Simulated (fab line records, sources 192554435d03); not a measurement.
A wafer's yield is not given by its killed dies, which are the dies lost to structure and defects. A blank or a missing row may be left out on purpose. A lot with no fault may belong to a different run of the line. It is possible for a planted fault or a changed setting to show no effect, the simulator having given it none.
Matching of chambers || flow n5-finfet || N5_BEOL_M5_STRIP_19 on rie-diel-01 has 4 sister chambers
The step strips in O2. 8 wafers are shown with their chamber, then 8 later ones without.

## EACH WAFER AND ITS CHAMBER
{"wafer": "L274.2", "chamber": 2, "showerhead-plenum-p-Torr (Torr)": 2.17, "drypump-motor-current-A (A)": 5.5}
{"wafer": "L278.6", "chamber": 0, "showerhead-plenum-p-Torr (Torr)": 2.10, "drypump-motor-current-A (A)": 5.7}
{"wafer": "L280.1", "chamber": 2, "showerhead-plenum-p-Torr (Torr)": 2.16, "drypump-motor-current-A (A)": 5.5}
{"wafer": "L280.6", "chamber": 0, "showerhead-plenum-p-Torr (Torr)": 2.10, "drypump-motor-current-A (A)": 5.7}
{"wafer": "L285.2", "chamber": 1, "showerhead-plenum-p-Torr (Torr)": 2.07, "drypump-motor-current-A (A)": 6.0}
{"wafer": "L285.4", "chamber": 3, "showerhead-plenum-p-Torr (Torr)": 1.98, "drypump-motor-current-A (A)": 6.5}
{"wafer": "L285.5", "chamber": 3, "showerhead-plenum-p-Torr (Torr)": 1.98, "drypump-motor-current-A (A)": 6.5}
{"wafer": "L286.2", "chamber": 1, "showerhead-plenum-p-Torr (Torr)": 2.07, "drypump-motor-current-A (A)": 6.1}

## WAFERS WITHOUT THEIR CHAMBER
{"wafer": "L286.3", "showerhead-plenum-p-Torr (Torr)": 2.09, "drypump-motor-current-A (A)": 5.7}
{"wafer": "L286.4", "showerhead-plenum-p-Torr (Torr)": 2.07, "drypump-motor-current-A (A)": 6.0}
{"wafer": "L289.1", "showerhead-plenum-p-Torr (Torr)": 2.15, "drypump-motor-current-A (A)": 5.5}
{"wafer": "L289.2", "showerhead-plenum-p-Torr (Torr)": 2.09, "drypump-motor-current-A (A)": 5.7}
{"wafer": "L289.4", "showerhead-plenum-p-Torr (Torr)": 2.09, "drypump-motor-current-A (A)": 5.8}
{"wafer": "L292.3", "showerhead-plenum-p-Torr (Torr)": 2.07, "drypump-motor-current-A (A)": 6.0}
{"wafer": "L292.5", "showerhead-plenum-p-Torr (Torr)": 2.07, "drypump-motor-current-A (A)": 6.0}
{"wafer": "L292.6", "showerhead-plenum-p-Torr (Torr)": 2.15, "drypump-motor-current-A (A)": 5.5}

## WHICH CHAMBER EACH ONE RAN IN
{"wafer": "L286.3", "from the rows above": 0, "in truth": 0}
{"wafer": "L286.4", "from the rows above": 1, "in truth": 1}
{"wafer": "L289.1", "from the rows above": 2, "in truth": 2}
{"wafer": "L289.2", "from the rows above": 0, "in truth": 0}
{"wafer": "L289.4", "from the rows above": 0, "in truth": 0}
{"wafer": "L292.3", "from the rows above": 1, "in truth": 1}
{"wafer": "L292.5", "from the rows above": 1, "in truth": 1}
{"wafer": "L292.6", "from the rows above": 2, "in truth": 2}
8 of 8 placed correctly. Left unplaced by these rows: 0. Number placed wrongly: 0.
How it was worked out, from the rows above alone: a wafer's distance from a chamber is the root of the sum, over the readings, of the square of ((its reading less the chamber's mean) divided by the reading's scatter). The wafer belongs to the nearest chamber; if the next one is less than 2 further off, it can't be placed. A chamber's mean is the mean of its shown wafers. How the scatter is found: for the shown wafers, subtract from each reading the mean of its chamber, square and add these, divide the total by (wafers less chambers), then take the root.
